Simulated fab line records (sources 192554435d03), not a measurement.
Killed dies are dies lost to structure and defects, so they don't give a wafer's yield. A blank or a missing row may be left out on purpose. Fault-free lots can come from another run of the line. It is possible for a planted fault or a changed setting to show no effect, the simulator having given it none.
Matching of chambers / flow n5-finfet / N5_SD_EPI_N_LINER_46 on ald-sin-03 has 4 sister chambers
The step material SiNx, target thk 3 nm. 14 wafers are shown with their chamber, then 7 later ones without.

## WAFERS, EACH WITH ITS CHAMBER
wafer=L075.2; chamber=0; heater-power-w (W)=907; heater-power-outer-w (W)=640; chamber-pressure-Torr (Torr)=2.005
wafer=L075.4; chamber=1; heater-power-w (W)=921; heater-power-outer-w (W)=558; chamber-pressure-Torr (Torr)=2.004
wafer=L075.6; chamber=2; heater-power-w (W)=881; heater-power-outer-w (W)=596; chamber-pressure-Torr (Torr)=1.999
wafer=L076.3; chamber=2; heater-power-w (W)=899; heater-power-outer-w (W)=577; chamber-pressure-Torr (Torr)=1.994
wafer=L076.4; chamber=3; heater-power-w (W)=1028; heater-power-outer-w (W)=639; chamber-pressure-Torr (Torr)=1.997
wafer=L076.6; chamber=2; heater-power-w (W)=864; heater-power-outer-w (W)=584; chamber-pressure-Torr (Torr)=1.996
wafer=L080.4; chamber=2; heater-power-w (W)=900; heater-power-outer-w (W)=597; chamber-pressure-Torr (Torr)=2.004
wafer=L080.5; chamber=2; heater-power-w (W)=889; heater-power-outer-w (W)=588; chamber-pressure-Torr (Torr)=2.002
wafer=L080.6; chamber=3; heater-power-w (W)=1010; heater-power-outer-w (W)=636; chamber-pressure-Torr (Torr)=2.006
wafer=L081.2; chamber=0; heater-power-w (W)=904; heater-power-outer-w (W)=660; chamber-pressure-Torr (Torr)=1.998
wafer=L081.3; chamber=2; heater-power-w (W)=865; heater-power-outer-w (W)=598; chamber-pressure-Torr (Torr)=2.004
wafer=L081.4; chamber=1; heater-power-w (W)=916; heater-power-outer-w (W)=572; chamber-pressure-Torr (Torr)=1.999
wafer=L085.3; chamber=1; heater-power-w (W)=929; heater-power-outer-w (W)=549; chamber-pressure-Torr (Torr)=1.997
wafer=L085.5; chamber=0; heater-power-w (W)=911; heater-power-outer-w (W)=644; chamber-pressure-Torr (Torr)=2.000

SIGNATURES (averages over the wafers above)
reading=heater-power-w; chamber 0=907.33; chamber 1=922.00; chamber 2=883.00; chamber 3=1019.00; scatter within a chamber=12.4
reading=heater-power-outer-w; chamber 0=648.00; chamber 1=559.67; chamber 2=590.00; chamber 3=637.50; scatter within a chamber=9.25
reading=chamber-pressure-Torr; chamber 0=2.00100; chamber 1=2.00000; chamber 2=1.99983; chamber 3=2.00150; scatter within a chamber=0.00426
Rule: distance of a wafer from a chamber = root of the sum over the readings of ((wafer's reading minus chamber's mean) / reading's scatter) squared. The wafer belongs to the nearest chamber; if the next one is less than 2 further off, it can't be placed. The scatter is the square root of a quotient: the sum, over the shown wafers, of each reading's squared deviation from its chamber's mean, divided by wafers minus chambers.

## WAFERS WITHOUT THEIR CHAMBER
wafer=L085.6; heater-power-w (W)=1020; heater-power-outer-w (W)=642; chamber-pressure-Torr (Torr)=1.994
wafer=L086.2; heater-power-w (W)=873; heater-power-outer-w (W)=586; chamber-pressure-Torr (Torr)=1.996
wafer=L086.3; heater-power-w (W)=1010; heater-power-outer-w (W)=635; chamber-pressure-Torr (Torr)=2.001
wafer=L086.6; heater-power-w (W)=912; heater-power-outer-w (W)=569; chamber-pressure-Torr (Torr)=2.000
wafer=L093.2; heater-power-w (W)=1001; heater-power-outer-w (W)=652; chamber-pressure-Torr (Torr)=1.990
wafer=L093.5; heater-power-w (W)=909; heater-power-outer-w (W)=577; chamber-pressure-Torr (Torr)=2.004
wafer=L093.6; heater-power-w (W)=911; heater-power-outer-w (W)=659; chamber-pressure-Torr (Torr)=1.995

## THE CHAMBER EACH PASSED THROUGH
wafer=L085.6; from the rows above=3; in truth=3
wafer=L086.2; from the rows above=2; in truth=2
wafer=L086.3; from the rows above=3; in truth=3
wafer=L086.6; from the rows above=can't be placed: 1 or 2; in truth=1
wafer=L093.2; from the rows above=3; in truth=3
wafer=L093.5; from the rows above=can't be placed: 1 or 2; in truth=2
wafer=L093.6; from the rows above=0; in truth=0
5 of 7 placed correctly. Cannot be placed on the basis of these rows: 2; the candidates contain the true chamber in 2. Number placed wrongly: 0.
